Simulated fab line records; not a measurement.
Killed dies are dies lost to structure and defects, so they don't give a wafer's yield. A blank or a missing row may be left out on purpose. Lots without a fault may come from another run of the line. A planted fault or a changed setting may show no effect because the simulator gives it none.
fab line records + flow nandHarc
record
- lots=7
- wafers=21
- lastDay=24
route steps=1159 shown A_CHANNEL_HOLE_D1@482 A_CHANNEL_FILL_D1@490
lots that met no fault: taken from a fault-free run of the same line
startH: start of the lot's first displayed wafer, in hours after the record's first day + waitH: hours since the lot's step before + " same as the row above + L1.1+2: a single row standing in for several wafers + - no value present, or no start provided + * or withheld: withheld + < > ~ a bound
route shown NAME@n: names a module that has steps shown in the file, with the first one's number in the route + usual: mean/standard deviation of fault-free wafers + same: alike in all rows + chamber/n: place in a boat + sites: readings site by site + _std_site: their standard deviation + _edge_site: the outer-site mean with the inner-site mean subtracted + radiusMm: how far each site lies from the wafer's centre + mask NAME#n: copy n + behind: the last tool/chamber to shape the wafer + hold: why the lot was held/for how many hours/how that ended + device: names the non-switching transistor (n, p or np) + end of line: tests run on the same wafers once the route is complete + where a step has no rows: the recipe by itself + killed: the dies lost at the first sort to structure and to defects; this is not the yield of the wafer + map: shows each die of a wafer: x if killed, . if not, _ if none is there
set.NAME: setting as actually run; set.NAME@STEP: the setting as run at that earlier step + model.NAME: the simulator's own value behind a step, which no gauge read
lots at selected steps of the route; one table per step, one row per wafer
services: from which hour (startH, from the record's first day; less than 0 if before it) a tool's chamber was out of use, for how many hours, and why
## steps
# step NHARC_A_CHANNEL_HOLE_D1_STRIP_43
# recipe
- o2FlowSccm=400
- cosFlowSccm=20
- arFlowSccm=0
- biasW=0
- chemistry=O2/COS
# step NHARC_A_CHANNEL_HOLE_D1_ETCH_44
# recipe
- targetDepthA=1400
- overetchA=140
- timeS=77
- ionEnergyEv=100
- cf4FlowSccm=80
- o2FlowSccm=20
- arFlowSccm=0
- rfW=300
- biasW=100
- chemistry=CF4/O2
# usual
- biasW=100.00/0.28
- drypumpMotorCurrentA=6.0/0.37
- oes_o_777_au=1.000/0.0046
- oesProductAu=0.998/0.0071
- rfFwdPowerW=297.9/0.99
- rfVppV=198.2/1.3
- showerheadPlenumPTorr=1.35/0.046
- throttleValvePct=13.398/0.0091
| lot.wafer | tool       | chamber | startH | waitH | biasW  | drypumpMotorCurrentA | oes_o_777_au | oesProductAu | rfFwdPowerW | rfHoursCounterH | rfVppV | showerheadPlenumPTorr | throttleValvePct |
|-----------|------------|---------|--------|-------|--------|----------------------|--------------|--------------|-------------|-----------------|--------|-----------------------|------------------|
| L173.1    | rieDiel-03 | 2       | 197.76 | 0.1   | 99.89  | 5.3                  | 0.997        | 0.999        | 298.1       | 9               | 199.6  | 1.34                  | 13.413           |
| L173.6    | "          | 2       | "      | "     | 100.01 | 5.3                  | 1.000        | 1.002        | 299.3       | -               | 197.0  | 1.35                  | 13.395           |
| L173.5    | "          | 3       | "      | "     | 99.94  | 6.3                  | 0.997        | 0.989        | 297.0       | -               | 198.5  | 1.38                  | 13.395           |
| L175.1    | rieDiel-13 | 1       | 223.26 | 0.1   | 100.16 | 5.6                  | 1.006        | 1.003        | 299.7       | 6               | 198.0  | 1.34                  | 13.400           |
| L175.6    | "          | 2       | "      | "     | 100.12 | 6.0                  | 1.005        | 1.006        | 299.4       | -               | 196.3  | 1.25                  | 13.392           |
| L175.5    | "          | 3       | "      | "     | 99.71  | 5.8                  | 1.000        | 0.998        | 297.0       | -               | 198.6  | 1.41                  | 13.382           |
| L178.4    | rieDiel-13 | 0       | 228.48 | 0.0   | 99.87  | 6.3                  | 1.004        | 1.007        | 297.6       | 8               | 198.2  | 1.33                  | 13.395           |
| L178.1    | "          | 2       | "      | "     | 99.79  | 5.9                  | 1.005        | 1.001        | 298.8       | 9               | 195.7  | 1.25                  | 13.404           |
| L178.6    | "          | 0       | "      | "     | 99.75  | 6.3                  | 0.998        | 1.005        | 297.1       | -               | 197.5  | 1.33                  | 13.418           |
| L184.2    | rieDiel-13 | 0       | 258.26 | 0.1   | 100.02 | 6.3                  | 0.993        | 0.999        | 295.8       | 10              | 196.8  | 1.33                  | 13.383           |
| L184.1    | "          | 1       | "      | "     | 99.90  | 5.6                  | 1.003        | 1.004        | 299.4       | 9               | 198.0  | 1.34                  | 13.401           |
| L184.3    | "          | 2       | "      | "     | 99.90  | 5.9                  | 1.004        | 0.997        | 298.4       | 11              | 198.0  | 1.25                  | 13.410           |
| L183.1    | rieDiel-08 | 1       | 258.63 | 0.0   | 100.38 | 6.7                  | 1.003        | 0.993        | 297.6       | 9               | 199.1  | 1.40                  | 13.410           |
| L183.4    | "          | 2       | "      | "     | 99.97  | 5.6                  | 1.007        | 1.003        | 298.5       | 9               | 197.7  | 1.39                  | 13.387           |
| L183.6    | "          | 2       | "      | "     | 100.10 | 5.6                  | 0.987        | 0.995        | 298.1       | -               | 199.9  | 1.39                  | 13.401           |
| L181.1    | rieDiel-13 | 1       | 263.31 | 0.1   | 100.13 | 5.6                  | 1.003        | 0.996        | 299.8       | 9               | 197.1  | 1.34                  | 13.388           |
| L181.4    | "          | 2       | "      | "     | 100.02 | 5.9                  | 1.000        | 0.996        | 299.0       | 11              | 196.9  | 1.25                  | 13.396           |
| L181.6    | "          | 0       | "      | "     | 100.14 | 6.3                  | 0.990        | 0.989        | 298.5       | -               | 196.8  | 1.33                  | 13.411           |
| L193.3    | rieDiel-03 | 1       | 316.59 | 0.1   | 99.69  | 6.2                  | 0.993        | 0.981        | 296.9       | 7               | 197.4  | 1.34                  | 13.393           |
| L193.5    | "          | 3       | "      | "     | 99.62  | 6.4                  | 1.002        | 0.995        | 298.1       | -               | 199.6  | 1.38                  | 13.404           |
| L193.6    | "          | 0       | "      | "     | 100.36 | 6.2                  | 0.999        | 0.992        | 297.2       | -               | 198.8  | 1.38                  | 13.398           |
# step NHARC_A_CHANNEL_HOLE_D1_STRIP_27
# recipe
- o2FlowSccm=500
- arFlowSccm=0
- biasW=0
- chemistry=O2
# step NHARC_A_CHANNEL_HOLE_D1_PRECLEAN_28
# recipe
- timeS=*
- tempC=50
- bathAgeMin=0
- chemistry=SC1
# step NHARC_A_CHANNEL_HOLE_D1_SRD_29
# step NHARC_A_CHANNEL_HOLE_D1_CD_MEAS_30
# usual
- cdNm=90.1/0.95
| lot.wafer | tool     | chamber | startH | waitH | cdNm |
|-----------|----------|---------|--------|-------|------|
| L173.1    | cdSem-03 | -       | 198.55 | -     | 90.8 |
| L173.5    | "        | -       | "      | "     | 89.8 |
| L173.6    | "        | -       | "      | "     | 91.4 |
| L175.1    | cdSem-03 | -       | 224.04 | -     | 89.0 |
| L175.5    | "        | -       | "      | "     | 89.0 |
| L175.6    | "        | -       | "      | "     | 89.4 |
| L178.1    | cdSem-02 | -       | 229.27 | -     | 90.1 |
| L178.4    | "        | -       | "      | "     | 90.3 |
| L178.6    | "        | -       | "      | "     | 90.4 |
| L184.1    | cdSem-01 | -       | 259.05 | -     | 89.8 |
| L184.2    | "        | -       | "      | "     | 88.4 |
| L184.3    | "        | -       | "      | "     | 88.9 |
| L183.1    | cdSem-02 | -       | 259.43 | -     | 87.9 |
| L183.4    | "        | -       | "      | "     | 88.6 |
| L183.6    | "        | -       | "      | "     | 89.6 |
| L181.1    | cdSem-01 | -       | 264.11 | -     | 89.9 |
| L181.4    | "        | -       | "      | "     | 89.9 |
| L181.6    | "        | -       | "      | "     | 90.7 |
| L193.3    | cdSem-03 | -       | 317.38 | -     | 90.7 |
| L193.5    | "        | -       | "      | "     | 90.8 |
| L193.6    | "        | -       | "      | "     | 91.5 |
# step NHARC_A_CHANNEL_HOLE_D1_XSEM_31
# recipe
- landingEnergyEv=35000
# usual
- botCdNm=74.8/1.1
- bowNm=8.64/0.3
- tiltDeg=0.07/0.05
| lot.wafer | tool    | chamber | startH | waitH | botCdNm | bowNm | tiltDeg |
|-----------|---------|---------|--------|-------|---------|-------|---------|
| L173.1    | xsem-01 | 0       | 198.64 | 0.1   | 75.1    | 8.59  | 0.10    |
| L173.5    | "       | 0       | "      | "     | 74.8    | 8.70  | 0.10    |
| L173.6    | "       | 0       | "      | "     | 75.7    | 8.61  | 0.10    |
| L175.1    | xsem-02 | 0       | 224.13 | 0.1   | 74.6    | 8.20  | 0.08    |
| L175.5    | "       | 0       | "      | "     | 74.3    | 8.27  | 0.08    |
| L175.6    | "       | 0       | "      | "     | 74.9    | 8.26  | 0.08    |
| L178.1    | xsem-01 | 0       | 229.37 | 0.1   | 76.3    | 8.45  | -0.03   |
| L178.4    | "       | 0       | "      | "     | 75.2    | 8.46  | -0.03   |
| L178.6    | "       | 0       | "      | "     | 76.1    | 8.45  | -0.03   |
| L184.1    | xsem-02 | 0       | 259.14 | 0.1   | 74.5    | 8.48  | 0.06    |
| L184.2    | "       | 0       | "      | "     | 72.7    | 8.46  | 0.06    |
| L184.3    | "       | 0       | "      | "     | 73.0    | 8.49  | 0.06    |
| L183.1    | xsem-01 | 0       | 259.51 | 0.1   | 73.2    | 8.62  | 0.04    |
| L183.4    | "       | 0       | "      | "     | 73.6    | 8.57  | 0.04    |
| L183.6    | "       | 0       | "      | "     | 74.9    | 8.64  | 0.04    |
| L181.1    | xsem-02 | 0       | 264.22 | 0.1   | 74.1    | 9.30  | 0.05    |
| L181.4    | "       | 0       | "      | "     | 75.0    | 9.27  | 0.05    |
| L181.6    | "       | 0       | "      | "     | 75.9    | 9.28  | 0.05    |
| L193.3    | xsem-02 | 0       | 317.48 | 0.1   | 75.4    | 9.02  | 0.13    |
| L193.5    | "       | 0       | "      | "     | 75.7    | 9.00  | 0.13    |
| L193.6    | "       | 0       | "      | "     | 76.1    | 9.03  | 0.13    |
# step NHARC_A_CHANNEL_HOLE_D1_INSPECT_40
# usual
- rawDefectCount=60/15
| lot.wafer | tool             | chamber | startH | waitH | rawDefectCount |
|-----------|------------------|---------|--------|-------|----------------|
| L173.1    | defectInspect-02 | -       | 198.74 | -     | 44             |
| L173.5    | "                | -       | "      | "     | 40             |
| L173.6    | "                | -       | "      | "     | 46             |
| L175.1    | defectInspect-01 | -       | 224.23 | -     | 48             |
| L175.5    | "                | -       | "      | "     | 54             |
| L175.6    | "                | -       | "      | "     | 53             |
| L178.1    | defectInspect-01 | -       | 229.48 | -     | 45             |
| L178.4    | "                | -       | "      | "     | 78             |
| L178.6    | "                | -       | "      | "     | 66             |
| L184.1    | defectInspect-02 | -       | 259.25 | -     | 64             |
| L184.2    | "                | -       | "      | "     | 79             |
| L184.3    | "                | -       | "      | "     | 60             |
| L183.1    | defectInspect-01 | -       | 259.61 | -     | 63             |
| L183.4    | "                | -       | "      | "     | 72             |
| L183.6    | "                | -       | "      | "     | 68             |
| L181.1    | defectInspect-02 | -       | 264.32 | -     | 60             |
| L181.4    | "                | -       | "      | "     | 42             |
| L181.6    | "                | -       | "      | "     | 53             |
| L193.3    | defectInspect-02 | -       | 317.57 | -     | 66             |
| L193.5    | "                | -       | "      | "     | 71             |
| L193.6    | "                | -       | "      | "     | 59             |
# step NHARC_A_CHANNEL_FILL_D1_PRECLEAN_00
# recipe
- timeS=*
- tempC=50
- bathAgeMin=0
- chemistry=SC1
# step NHARC_A_CHANNEL_FILL_D1_SRD_01
# step NHARC_A_CHANNEL_FILL_D1_ALD_02
# recipe
- targetThkA=60
- pulseTimeS=10
- aldCycles=60
- tempC=300
- material=SiO2
# usual
- aldCycles=60/0
- heaterPowerW=478/35
- precursorPulseHeightRel=1.001/0.022
- susceptorTempC=300.01/0.2
# same
- pulseTimeS=10
| lot.wafer | tool     | chamber | startH | waitH | aldCycles | heaterPowerW | precursorPulseHeightRel | susceptorTempC |
|-----------|----------|---------|--------|-------|-----------|--------------|-------------------------|----------------|
| L173.1    | aldHk-02 | 3       | 198.94 | -     | 60        | 487          | 1.021                   | 299.95         |
| L173.6    | "        | 3       | "      | "     | 60        | 488          | 0.982                   | 300.15         |
| L173.5    | "        | 0       | "      | "     | 60        | 422          | 0.982                   | 299.63         |
| L175.1    | aldHk-03 | 1       | 224.42 | -     | 60        | 467          | 0.970                   | 300.05         |
| L175.6    | "        | 1       | "      | "     | 60        | 458          | 1.019                   | 300.00         |
| L175.5    | "        | 2       | "      | "     | 60        | 519          | 1.013                   | 300.04         |
| L178.4    | aldHk-03 | 0       | 229.67 | -     | 60        | 464          | 0.976                   | -              |
| L178.1    | "        | 3       | "      | "     | 60        | 518          | 1.005                   | -              |
| L178.6    | "        | 1       | "      | "     | 60        | 476          | 0.994                   | -              |
| L184.3    | aldHk-02 | 1       | 262.02 | -     | 60        | 530          | 1.007                   | 300.11         |
| L184.1    | "        | 2       | "      | "     | 60        | 490          | 1.003                   | 299.72         |
| L184.2    | "        | 3       | "      | "     | 60        | 497          | 1.015                   | 299.76         |
| L183.1    | aldHk-03 | 0       | 262.25 | -     | 60        | 460          | 1.003                   | 299.87         |
| L183.4    | "        | 2       | "      | "     | 60        | 511          | 1.009                   | 299.88         |
| L183.6    | "        | 1       | "      | "     | 60        | 467          | 0.985                   | 300.33         |
| L181.1    | aldHk-02 | 2       | 264.51 | -     | 60        | 483          | 1.010                   | 300.25         |
| L181.4    | "        | 3       | "      | "     | 60        | 490          | 0.983                   | 300.22         |
| L181.6    | "        | 2       | "      | "     | 60        | 474          | 1.005                   | 299.90         |
| L193.3    | aldHk-02 | 2       | 317.99 | -     | 60        | 453          | 1.030                   | 300.01         |
| L193.5    | "        | 3       | "      | "     | 60        | 463          | 0.984                   | 299.78         |
| L193.6    | "        | 0       | "      | "     | 60        | 425          | 1.030                   | 300.12         |
# step NHARC_A_CHANNEL_FILL_D1_ALD_03
# recipe
- targetThkA=60
- pulseTimeS=60
- aldCycles=58
- tempC=630
- pressureTorr=2
- material=SiNx
# usual
- aldCycles=58/0
- precursorPulseHeightRel=1.000/0.02
- susceptorTempC=630.04/0.28
# same
- pulseTimeS=60
| lot.wafer | tool           | chamber | startH | waitH | aldCycles | precursorPulseHeightRel | susceptorTempC |
|-----------|----------------|---------|--------|-------|-----------|-------------------------|----------------|
| L173.1    | aldSinBatch-01 | 0       | -      | -     | 58        | 1.010                   | 629.64         |
| L173.5    | "              | 0       | "      | "     | 58        | 0.958                   | 629.71         |
| L173.6    | "              | 0       | "      | "     | 58        | 1.021                   | 629.49         |
| L175.1    | aldSinBatch-03 | 0       | -      | -     | 58        | 0.999                   | 630.28         |
| L175.5    | "              | 0       | "      | "     | 58        | 0.962                   | 629.80         |
| L175.6    | "              | 0       | "      | "     | 58        | 1.035                   | 630.26         |
| L178.1    | aldSinBatch-02 | 0       | -      | -     | 58        | 1.016                   | 629.76         |
| L178.4    | "              | 0       | "      | "     | 58        | 1.003                   | 630.51         |
| L178.6    | "              | 0       | "      | "     | 58        | 0.994                   | 629.72         |
| L181.1    | aldSinBatch-02 | 0       | -      | -     | 58        | 0.993                   | 630.18         |
| L181.4    | "              | 0       | "      | "     | 58        | 1.005                   | 630.09         |
| L181.6    | "              | 0       | "      | "     | 58        | 1.014                   | 629.86         |
| L183.1    | aldSinBatch-02 | 0       | -      | -     | 58        | 0.988                   | 629.90         |
| L183.4    | "              | 0       | "      | "     | 58        | 1.032                   | 630.15         |
| L183.6    | "              | 0       | "      | "     | 58        | 1.013                   | 629.87         |
| L184.1    | aldSinBatch-02 | 0       | -      | -     | 58        | 1.036                   | 629.91         |
| L184.2    | "              | 0       | "      | "     | 58        | 1.012                   | 629.59         |
| L184.3    | "              | 0       | "      | "     | 58        | 1.047                   | 630.11         |
| L193.3    | aldSinBatch-02 | 0       | -      | -     | 58        | 0.984                   | 630.03         |
| L193.5    | "              | 0       | "      | "     | 58        | 0.998                   | 629.95         |
| L193.6    | "              | 0       | "      | "     | 58        | 1.032                   | 630.22         |
# step NHARC_A_CHANNEL_FILL_D1_ALD_14
# recipe
- targetThkA=25
- pulseTimeS=10
- aldCycles=25
- tempC=300
- material=SiO2
# usual
- aldCycles=25/0
- heaterPowerW=474/36
- precursorPulseHeightRel=1.004/0.023
- susceptorTempC=300.02/0.19
# same
- pulseTimeS=10
| lot.wafer | tool     | chamber | startH | waitH | aldCycles | heaterPowerW | precursorPulseHeightRel | susceptorTempC |
|-----------|----------|---------|--------|-------|-----------|--------------|-------------------------|----------------|
| L173.1    | aldHk-04 | 1       | 206.98 | 1.1   | 25        | 382          | 1.023                   | 300.53         |
| L173.5    | "        | 1       | "      | "     | 25        | 387          | 1.007                   | 300.57         |
| L173.6    | "        | 2       | "      | "     | 25        | 490          | 1.068                   | 299.94         |
| L175.1    | aldHk-02 | 3       | 232.50 | 1.0   | 25        | 503          | 1.009                   | 299.80         |
| L175.5    | "        | 1       | "      | "     | 25        | 523          | 1.025                   | 300.03         |
| L175.6    | "        | 2       | "      | "     | 25        | 485          | 0.981                   | 299.85         |
| L178.4    | aldHk-02 | 2       | 238.89 | 2.3   | 25        | 475          | 0.982                   | 300.31         |
| L178.1    | "        | 3       | "      | "     | 25        | 479          | 1.022                   | 299.84         |
| L178.6    | "        | 3       | "      | "     | 25        | 490          | 1.005                   | 299.99         |
| L184.3    | aldHk-04 | 1       | 269.26 | 0.0   | 25        | 388          | 1.063                   | 300.09         |
| L184.2    | "        | 2       | "      | "     | 25        | 499          | 1.012                   | 299.93         |
| L184.1    | "        | 0       | "      | "     | 32        | 469          | 0.968                   | 299.95         |
| L181.4    | aldHk-04 | 0       | 269.52 | 0.3   | 32        | 460          | 0.973                   | 300.00         |
| L181.1    | "        | 2       | "      | "     | 32        | 497          | 0.981                   | 299.96         |
| L181.6    | "        | 0       | "      | "     | 32        | 478          | 1.017                   | 299.91         |
| L183.4    | aldHk-04 | 0       | 269.77 | 0.6   | 32        | 479          | 0.965                   | -              |
| L183.1    | "        | 1       | "      | "     | 32        | 386          | 1.038                   | -              |
| L183.6    | "        | 3       | "      | "     | 32        | 479          | 1.020                   | -              |
| L193.3    | aldHk-02 | 1       | 324.88 | 0.2   | 25        | 506          | 1.054                   | 300.04         |
| L193.6    | "        | 2       | "      | "     | 25        | 451          | 0.954                   | 299.87         |
| L193.5    | "        | 3       | "      | "     | 25        | 469          | 1.048                   | 299.70         |
# step NHARC_A_CHANNEL_FILL_D1_ALD_15
# recipe
- targetThkA=20
- pulseTimeS=60
- aldCycles=19
- tempC=630
- pressureTorr=2
- material=SiNx
# usual
- aldCycles=19/0
- precursorPulseHeightRel=1.000/0.02
- susceptorTempC=630.1/0.3
# same
- pulseTimeS=60
| lot.wafer | tool           | chamber | startH | waitH | aldCycles | precursorPulseHeightRel | susceptorTempC |
|-----------|----------------|---------|--------|-------|-----------|-------------------------|----------------|
| L173.1    | aldSinBatch-03 | 0       | -      | -     | 19        | 1.012                   | -              |
| L173.5    | "              | 0       | "      | "     | 19        | 1.025                   | -              |
| L173.6    | "              | 0       | "      | "     | 19        | 0.988                   | -              |
| L175.1    | aldSinBatch-03 | 0       | 235.70 | 3.1   | 19        | 0.989                   | -              |
| L175.5    | "              | 0       | "      | "     | 19        | 1.001                   | -              |
| L175.6    | "              | 0       | "      | "     | 19        | 0.992                   | -              |
| L178.1    | aldSinBatch-01 | 0       | 242.24 | 3.2   | 19        | 0.966                   | -              |
| L178.4    | "              | 0       | "      | "     | 19        | 0.992                   | -              |
| L178.6    | "              | 0       | "      | "     | 19        | 1.017                   | -              |
| L181.1    | aldSinBatch-03 | 0       | -      | -     | 19        | 0.995                   | 630.2          |
| L181.4    | "              | 0       | "      | "     | 19        | 1.015                   | 629.7          |
| L181.6    | "              | 0       | "      | "     | 19        | 1.024                   | 630.0          |
| L183.1    | aldSinBatch-03 | 0       | -      | -     | 19        | 0.984                   | 630.3          |
| L183.4    | "              | 0       | "      | "     | 19        | 1.004                   | 630.0          |
| L183.6    | "              | 0       | "      | "     | 19        | 0.998                   | 630.0          |
| L184.1    | aldSinBatch-03 | 0       | -      | -     | 19        | 1.026                   | 630.4          |
| L184.2    | "              | 0       | "      | "     | 19        | 0.973                   | 629.9          |
| L184.3    | "              | 0       | "      | "     | 19        | 1.005                   | 630.1          |
| L193.3    | aldSinBatch-02 | 0       | -      | -     | 19        | 0.991                   | 630.3          |
| L193.5    | "              | 0       | "      | "     | 19        | 1.038                   | 630.4          |
| L193.6    | "              | 0       | "      | "     | 19        | 0.995                   | 630.5          |
## services
| tool           | chamber | startH | hours | kind      |
|----------------|---------|--------|-------|-----------|
| rieDiel-13     | 0       | 181.50 | -     | clean     |
| rieDiel-13     | 1       | 181.50 | -     | clean     |
| rieDiel-13     | 2       | 181.50 | -     | clean     |
| rieDiel-13     | 3       | 181.50 | -     | clean     |
| aldHk-04       | -       | 186.00 | 10.0  | pm        |
| aldHk-04       | 0       | 186.00 | 10.0  | ventCycle |
| rieDiel-08     | -       | 192.67 | 0.3   | repair    |
| rieDiel-13     | 1       | 213.05 | 1.9   | repair    |
| rieDiel-03     | -       | 215.42 | 9.0   | pm        |
| aldSinBatch-01 | -       | 220.61 | 4.6   | repair    |
| rieDiel-08     | 2       | 226.59 | 8.9   | repair    |
| rieDiel-03     | 3       | 241.81 | 5.2   | repair    |
| rieDiel-13     | -       | 276.00 | 9.0   | pm        |
| aldHk-02       | 0       | 280.13 | 10.0  | ventCycle |
| aldHk-02       | 3       | 280.13 | 10.0  | ventCycle |
| aldHk-02       | 0       | 290.13 | -     | clean     |
| aldHk-02       | 1       | 290.13 | -     | clean     |
| aldHk-02       | 2       | 290.13 | -     | clean     |
| aldHk-02       | 3       | 290.13 | -     | clean     |
| rieDiel-13     | 1       | 296.23 | 14.9  | repair    |
| rieDiel-13     | 2       | 300.98 | 4.1   | repair    |
| rieDiel-08     | -       | 301.80 | 9.0   | pm        |
| xsem-02        | -       | 302.00 | 14.0  | pm        |
| aldSinBatch-03 | -       | 314.00 | 26.0  | pm        |
## key
firstSign
- step=NHARC_A_CHANNEL_FILL_D1_ALD_14
- reading=aldCycles
- direction=up
- sigmas=99+
- usual=25
- struck=32
effect none on later readings
metAt NHARC_A_CHANNEL_FILL_D1_ALD_14
struckWafers L181.1,L181.4,L181.6,L183.1,L183.4,L183.6,L184.1
testerLeftOut L181,L183,L184
fault
- kind=processParameterDrift
- tool=aldHk-04
- chamber=-
- onsetH=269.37
- steps=NHARC_A_CHANNEL_FILL_D1_ALD_14
- channel=aldCycles
- offset=7
- shape=step
- endH=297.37
- scope=struckWafersOnly
- actsIn=theseRecipesOnly
- stated=25
# testerLeftOut: of these lots the tester's yield and bins aren't shown, on N5 and GAA mostly nor the transistor test; their killed dies are dies lost to structure and defects alone, not to doping, threshold or leakage, so they don't give the yield
